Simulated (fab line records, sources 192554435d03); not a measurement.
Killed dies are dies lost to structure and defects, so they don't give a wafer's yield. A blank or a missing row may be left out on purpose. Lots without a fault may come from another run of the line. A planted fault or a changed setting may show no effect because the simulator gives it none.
Chamber matching | flow n5_finfet | N5_BEOL_M0_SAQP_ALD_48 on ald_sin-02: 4 sister chambers
The step deposits SiO2, target thk 20 nm, pulse time 1 s, co reactant pulse time 1 s. 18 wafers are shown with their chamber, then 9 later ones without.

WAFERS WITH THEIR CHAMBER
wafer  | chamber | heater_power_w (W) | precursor_pulse_height_rel
L074.3 | 0       | 78                 | 0.988
L074.5 | 3       | 72                 | 0.938
L074.6 | 0       | 79                 | 1.008
L075.2 | 2       | 73                 | 0.964
L075.5 | 3       | 71                 | 1.001
L075.6 | 0       | 78                 | 1.035
L078.3 | 3       | 70                 | 1.018
L078.4 | 2       | 73                 | 0.988
L078.6 | 0       | 80                 | 0.991
L082.1 | 2       | 73                 | 1.024
L082.2 | 3       | 71                 | 0.995
L082.3 | 0       | 78                 | 0.990
L082.4 | 1       | 81                 | 0.988
L082.5 | 1       | 79                 | 1.010
L082.6 | 0       | 78                 | 1.000
L085.4 | 3       | 70                 | 0.972
L085.5 | 1       | 83                 | 0.959
L085.6 | 2       | 72                 | 1.008

SIGNATURES (means of the wafers above)
reading                    | chamber 0 | chamber 1 | chamber 2 | chamber 3 | scatter within a chamber
heater_power_w             | 78.50     | 81.00     | 72.75     | 70.80     | 1.04
precursor_pulse_height_rel | 1.00200   | 0.98567   | 0.99600   | 0.98480   | 0.025
Rule: a wafer's distance from a chamber is the root of the sum, over the readings, of the square of ((its reading less the chamber's mean) divided by the reading's scatter). The wafer belongs to the nearest chamber; if the next one is less than 2 further off, it can't be placed. The scatter: the root of (the sum of the squares of (reading less its chamber's mean) over the shown wafers, divided by (wafers less chambers)).

WAFERS WITHOUT THEIR CHAMBER
wafer  | heater_power_w (W) | precursor_pulse_height_rel
L089.1 | 79                 | 0.962
L089.3 | 84                 | 1.016
L089.4 | 72                 | 1.002
L093.1 | 79                 | 0.997
L093.4 | 73                 | 1.006
L093.6 | 80                 | 0.993
L097.2 | 79                 | 1.010
L097.4 | 78                 | 1.017
L097.5 | 70                 | 0.981

WHICH CHAMBER EACH WENT THROUGH
wafer  | from the rows above     | in truth
L089.1 | can't be placed: 0 or 1 | 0
L089.3 | 1                       | 1
L089.4 | can't be placed: 2 or 3 | 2
L093.1 | can't be placed: 0 or 1 | 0
L093.4 | can't be placed: 2 or 3 | 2
L093.6 | can't be placed: 1 or 0 | 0
L097.2 | can't be placed: 0 or 1 | 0
L097.4 | 0                       | 0
L097.5 | can't be placed: 3 or 2 | 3
Placed correctly: 2 of 9. Can't be placed from these rows: 7 (the true chamber is among the candidates in 7). Placed wrongly: 0.
